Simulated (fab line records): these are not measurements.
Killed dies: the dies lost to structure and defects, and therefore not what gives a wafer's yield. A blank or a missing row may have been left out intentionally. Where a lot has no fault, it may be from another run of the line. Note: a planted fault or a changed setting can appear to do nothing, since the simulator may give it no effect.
Chamber matching	flow n5_finfet	N5_BEOL_M2_ETCH_63 on rie_diel-06 has 4 sister chambers
The step etches SiARC in CF4, target depth 15.6 nm, time 26 s. 4 wafers are shown with their chamber, then 7 later ones without.

== WAFERS WITH THEIR CHAMBER ==
wafer	chamber	showerhead_plenum_p_Torr (Torr)
L076.2	0	2.16
L086.3	1	2.13
L092.1	3	2.13
L092.2	2	2.21

== WAFERS WITH NO CHAMBER GIVEN ==
wafer	showerhead_plenum_p_Torr (Torr)
L092.3	2.12
L095.1	2.20
L095.3	2.15
L095.6	2.13
L097.1	2.14
L097.3	2.13
L097.6	2.14

== EACH ONE'S CHAMBER ==
wafer	from the rows above	in truth
L092.3	can't be placed: 1 or 3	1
L095.1	2	2
L095.3	can't be placed: 0 or 1 or 3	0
L095.6	can't be placed: 1 or 3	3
L097.1	can't be placed: 1 or 3 or 0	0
L097.3	can't be placed: 1 or 3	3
L097.6	can't be placed: 1 or 3 or 0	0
Correctly placed: 1 of 7. Not placeable from these rows: 6 (in 6, the candidates include the true chamber). 0 placed wrongly.
How it was worked out, from the rows above alone: a wafer's distance from a chamber is the root of the sum, over the readings, of the square of ((its reading less the chamber's mean) divided by the reading's scatter). The wafer belongs to the nearest chamber; if the next one is less than 2 further off, it can't be placed. Each chamber's mean is taken over the wafers shown for it. The scatter: root of mean squared gap, hidden wafer to nearest shown wafer, with one shown wafer a chamber.
